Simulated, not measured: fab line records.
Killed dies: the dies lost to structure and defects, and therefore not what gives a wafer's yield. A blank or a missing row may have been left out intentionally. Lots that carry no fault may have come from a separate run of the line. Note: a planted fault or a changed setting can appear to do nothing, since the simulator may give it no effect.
What tool caused it? | flow n5 finfet | 8 lots, 24 wafers sampled, at 8 steps of a route of 1938

WHAT THE GAUGES SHOWED, per wafer
N5_BEOL_M3_INSPECT_59: inspects for defects (darkfield). Usual: raw defect count 68, standard deviation 25.
lot  | measured     | on                | raw defect count | flag
L226 | day 8 10:02  | defect inspect-01 | 76 93 98         |
L227 | day 9 04:12  | defect inspect-01 | 89 54 59         |
L231 | day 9 17:16  | defect inspect-02 | 76 45 102        |
L229 | day 9 19:56  | defect inspect-01 | 52 42 44         |
L232 | day 9 23:13  | defect inspect-01 | 51 59 487        | OFF
L238 | day 11 20:18 | defect inspect-01 | 53 59 79         |
L241 | day 12 21:32 | defect inspect-02 | 60 61 68         |
L243 | day 13 12:25 | defect inspect-02 | 58 65 40         |

N5_BEOL_M4_THK_MEAS_01. Usual: M4_ILD_THK 78.6 nm, standard deviation 0.97.
lot  | measured     | on            | M4_ILD_THK (nm) | flag
L226 | day 8 10:08  | film metro-01 | 78.5 79.2 79.1  |
L227 | day 9 04:18  | film metro-01 | 78.3 78.0 78.6  |
L231 | day 9 17:24  | film metro-02 | 78.3 78.3 79.5  |
L229 | day 9 20:03  | film metro-01 | 78.0 78.2 78.0  |
L232 | day 9 23:19  | film metro-02 | 77.9 78.6 79.6  |
L238 | day 11 20:24 | film metro-01 | 78.1 78.4 79.4  |
L241 | day 12 21:38 | film metro-01 | 78.9 78.9 79.4  |
L243 | day 13 12:31 | film metro-01 | 78.5 80.1 79.0  |

N5_BEOL_M4_INSPECT_13: inspects for defects (brightfield). Usual: raw defect count 433, standard deviation 100.
lot  | measured     | on                | raw defect count | flag
L226 | day 8 14:03  | defect inspect-01 | 458 517 559      |
L227 | day 9 06:59  | defect inspect-02 | 412 575 389      |
L231 | day 9 19:46  | defect inspect-02 | 390 453 427      |
L229 | day 9 20:39  | defect inspect-01 | 482 389 366      |
L232 | day 10 00:12 | defect inspect-02 | 389 496 881      |
L238 | day 11 21:34 | defect inspect-01 | 422 416 468      |
L241 | day 13 00:03 | defect inspect-02 | 468 356 424      |
L243 | day 13 14:19 | defect inspect-01 | 402 301 308      |

N5_BEOL_M4_INSPECT_30: inspects for defects (brightfield). Usual: raw defect count 451, standard deviation 110.
lot  | measured     | on                | raw defect count | flag
L226 | day 8 15:01  | defect inspect-01 | 466 527 571      |
L227 | day 9 08:18  | defect inspect-01 | 476 630 419      |
L231 | day 9 20:39  | defect inspect-02 | 416 438 444      |
L229 | day 9 21:32  | defect inspect-02 | 430 346 332      |
L232 | day 10 01:12 | defect inspect-01 | 415 551 975      |
L238 | day 11 22:33 | defect inspect-01 | 445 435 448      |
L241 | day 13 01:14 | defect inspect-02 | 472 398 469      |
L243 | day 13 15:18 | defect inspect-01 | 419 304 291      |

N5_BEOL_M4_RC_MEAS_101. Usual: DIBL_N 36.4 mV/V, standard deviation 1.3; DIBL_P 36.5 mV/V, standard deviation 1.7; IOFF_N 0.154 nA/um, standard deviation 0.022; IOFF_P 0.202 nA/um, standard deviation 0.025; ION_N 671 uA/um, standard deviation 9.8; ION_P 460 uA/um, standard deviation 6.8; SS_N 71.6 mV/dec, standard deviation 0.54; SS_P 73.4 mV/dec, standard deviation 0.58; VT_N 250.9 mV, standard deviation 2.8; VT_P -251.4 mV, standard deviation 2.7.
lot  | measured     | on        | DIBL_N (mV/V)  | DIBL_P (mV/V)  | IOFF_N (nA/um)    | IOFF_P (nA/um)    | ION_N (uA/um) | ION_P (uA/um) | SS_N (mV/dec)  | SS_P (mV/dec)  | VT_N (mV)         | VT_P (mV)            | flag
L226 | day 9 02:28  | prober-02 | 36.6 36.0 35.3 | 37.2 36.3 35.5 | 0.147 0.145 0.134 | 0.204 0.201 0.183 | 679 694 665   | 463 469 460   | 72.0 71.6 71.7 | 73.4 72.9 73.3 | 249.0 250.9 251.9 | -249.7 -250.8 -252.3 |
L227 | day 9 13:07  | prober-02 | 37.8 36.2 36.0 | 37.6 35.6 35.5 | 0.182 0.152 0.147 | 0.234 0.199 0.197 | 680 684 681   | 470 466 466   | 71.4 70.8 71.3 | 73.9 73.4 73.8 | 247.4 249.2 248.4 | -247.5 -249.2 -248.3 |
L231 | day 10 04:52 | prober-01 | 37.0 36.2 35.5 | 36.6 35.5 34.2 | 0.162 0.148 0.134 | 0.231 0.208 0.188 | 680 674 671   | 472 463 462   | 71.5 71.1 71.2 | 73.0 72.7 71.7 | 248.9 249.8 249.6 | -249.5 -251.7 -250.8 |
L229 | day 10 06:40 | prober-02 | 36.6 35.6 35.2 | 37.3 35.2 35.7 | 0.159 0.135 0.135 | 0.232 0.194 0.200 | 669 664 669   | 466 461 471   | 71.8 71.9 70.7 | 74.1 73.4 73.5 | 250.7 253.0 251.4 | -248.4 -250.1 -249.6 |
L232 | day 10 12:19 | prober-02 | 36.7 35.6 36.3 | 37.2 36.0 37.2 | 0.154 0.136 0.152 | 0.200 0.178 0.200 | 664 664 668   | 453 461 459   | 71.4 71.0 71.6 | 73.1 73.7 73.6 | 250.5 254.1 250.8 | -254.0 -253.2 -250.2 |
L238 | day 12 04:25 | prober-01 | 34.8 35.5 36.8 | 34.5 35.5 36.3 | 0.125 0.136 0.145 | 0.172 0.194 0.209 | 655 660 659   | 449 458 458   | 71.9 71.4 71.2 | 72.9 73.9 73.0 | 256.1 254.0 250.3 | -255.7 -254.8 -253.4 |
L241 | day 13 07:52 | prober-01 | 37.1 37.6 37.2 | 35.6 37.3 37.7 | 0.163 0.188 0.193 | 0.198 0.241 0.248 | 661 676 687   | 449 463 469   | 71.9 71.9 71.4 | 73.7 74.4 73.6 | 250.8 244.2 246.1 | -252.9 -245.9 -245.7 |
L243 | day 13 22:59 | prober-01 | 34.7 35.0 35.2 | 34.7 35.3 36.0 | 0.130 0.134 0.145 | 0.191 0.199 0.215 | 662 679 672   | 459 466 464   | 71.6 70.6 71.2 | 72.5 72.7 72.4 | 253.3 251.0 250.8 | -251.2 -248.1 -249.1 |

WHICH TOOL RAN EACH LOT (tool, then ch and the chambers of the sampled wafers, then the start)
lot  | N5_BEOL_M3_CMP_52             | N5_BEOL_M3_DEP_57               | N5_BEOL_M4_PECVD_72
L226 | cmp-01 ch 0,2, day 8 09:30    | pecvd-03 ch 0,2, day 8 09:57    | pecvd-02 ch 0,1,2, day 8 10:11
L227 | cmp-02 ch 0,1,2, day 9 03:44  | pecvd-03 ch 0,1, day 9 04:06    | pecvd-01 ch 0,1, day 9 04:20
L231 | cmp-02 ch 0,1,2, day 9 16:44  | pecvd-03 ch 0,1, day 9 17:11    | pecvd-04 ch 1,2, day 9 17:26
L229 | cmp-03 ch 0,2,3, day 9 19:24  | pecvd-03 ch 0,1,2, day 9 19:51  | pecvd-01 ch 0,1, day 9 20:05
L232 | cmp-02 ch 1,2,3, day 9 22:41  | pecvd-01 ch 0,1, day 9 23:07    | pecvd-01 ch 0,1, day 9 23:22
L238 | cmp-01 ch 2,3, day 11 19:43   | pecvd-03 ch 1,2, day 11 20:12   | pecvd-01 ch 0,1, day 11 20:26
L241 | cmp-01 ch 0,1,3, day 12 20:58 | pecvd-01 ch 0,2, day 12 21:26   | pecvd-02 ch 1,2, day 12 21:41
L243 | cmp-03 ch 1,2,3, day 13 11:55 | pecvd-03 ch 0,1,2, day 13 12:20 | pecvd-02 ch 0,1, day 13 12:34
- N5_BEOL_M3_CMP_52: polishes, stops on SiOC, t overpolish 6.8 s, target thk 40 nm.
- N5_BEOL_M3_DEP_57: deposits SiCN from 3MS/NH3, target thk 8 nm, time 14 s.
- N5_BEOL_M4_PECVD_72: deposits SiO2 from TEOS/O2, target thk 16 nm, time 18 s.

AS READ BY THE TOOLS THEMSELVES (means over the sampled wafers that have a number; for cases with no such wafer, the mark the record gives instead)
N5_BEOL_M3_CMP_52. Usual: barrier field endpoint s 24.6 s, standard deviation 0.61; motor current A 6.3 A, standard deviation 0.63; overpolish run s 6.800 s, standard deviation 0.0082; slurry flow ml min 150.0, standard deviation 0.44; time to endpoint s 62.2 s, standard deviation 2.8.
lot  | tool   | barrier field endpoint s (s) | motor current A (A) | overpolish run s (s) | slurry flow ml min | time to endpoint s (s) | flag
L226 | cmp-01 | 24.4                         | 6.4                 | 6.801                | 150.0              | 64.1                   |
L227 | cmp-02 | 24.5                         | 6.3                 | 6.799                | 150.1              | 62.5                   |
L231 | cmp-02 | 24.5                         | 6.1                 | 6.801                | 149.8              | 61.2                   |
L229 | cmp-03 | 24.8                         | 6.2                 | 6.788                | 149.8              | 62.7                   |
L232 | cmp-02 | 24.4                         | 6.2                 | 6.805                | 150.0              | 62.6                   |
L238 | cmp-01 | 24.9                         | 6.6                 | 6.801                | 150.2              | 62.0                   |
L241 | cmp-01 | 24.1                         | 6.5                 | 6.800                | 149.9              | 59.9                   |
L243 | cmp-03 | 24.6                         | 6.0                 | 6.797                | 149.9              | 61.1                   |

N5_BEOL_M3_DEP_57. Usual: showerhead plenum p Torr 3.666 Torr, standard deviation 0.013; throttle valve pct 9.2 %, standard deviation 0.41.
lot  | tool     | showerhead plenum p Torr (Torr) | throttle valve pct (%) | flag
L226 | pecvd-03 | 3.654                           | 8.9                    |
L227 | pecvd-03 | 3.674                           | 9.1                    |
L231 | pecvd-03 | 3.674                           | 9.3                    |
L229 | pecvd-03 | 3.663                           | 9.2                    |
L232 | pecvd-01 | 3.661                           | 9.6                    |
L238 | pecvd-03 | 3.662                           | 9.0                    |
L241 | pecvd-01 | 3.660                           | 9.5                    |
L243 | pecvd-03 | 3.673                           | 8.9                    |

N5_BEOL_M4_PECVD_72. Usual: heater power w 725 W, standard deviation 97; showerhead plenum p Torr 8.77 Torr, standard deviation 0.042; throttle valve pct 22.8 %, standard deviation 1.3.
lot  | tool     | heater power w (W) | showerhead plenum p Torr (Torr) | throttle valve pct (%) | flag
L226 | pecvd-02 | 738                | 8.78                            | 22.0                   |
L227 | pecvd-01 | 684                | 8.76                            | 24.0                   |
L231 | pecvd-04 | 809                | 8.79                            | 21.7                   |
L229 | pecvd-01 | 623                | 8.75                            | 23.8                   |
L232 | pecvd-01 | 752                | 8.76                            | 24.3                   |
L238 | pecvd-01 | 680                | 8.76                            | 23.9                   |
L241 | pecvd-02 | 673                | 8.79                            | 21.4                   |
L243 | pecvd-02 | 768                | 8.78                            | 22.4                   |

THE ANSWER, worked out from the rows above alone
Rule: a lot is off if the mean of its wafers that have a number lies more than 3 standard deviations from the usual mean. Also off: a lot with no number at a reading for which 4 or more lots have one. Any other lot the step has rows for is counted as sound. The gauges are gone through in route order, then the tools' own readings, and for those a lot's mean is taken as printed above. The first step at which some lot is off is used, and at that step the reading that is off furthest; a lot without a number counts as furthest.
Off: L232 (N5_BEOL_M3_INSPECT_59, raw defect count).
A tool fits if, at a process step before that reading, it ran every lot that is off, and no sound lot after the first of them. Those tools and the gauges at N5_BEOL_M3_INSPECT_59 are tried in the same way. One fits: cmp-02 at N5_BEOL_M3_CMP_52. Its last sound lot is L231 (day 9 16:44), its first lot that is off L232 (day 9 22:41): a fault that began between those two fits.

WHAT WAS PUT IN BY THE SIMULATOR
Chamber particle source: cmp-02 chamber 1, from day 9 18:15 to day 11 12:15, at N5_BEOL_M3_CMP_52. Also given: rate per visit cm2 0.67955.
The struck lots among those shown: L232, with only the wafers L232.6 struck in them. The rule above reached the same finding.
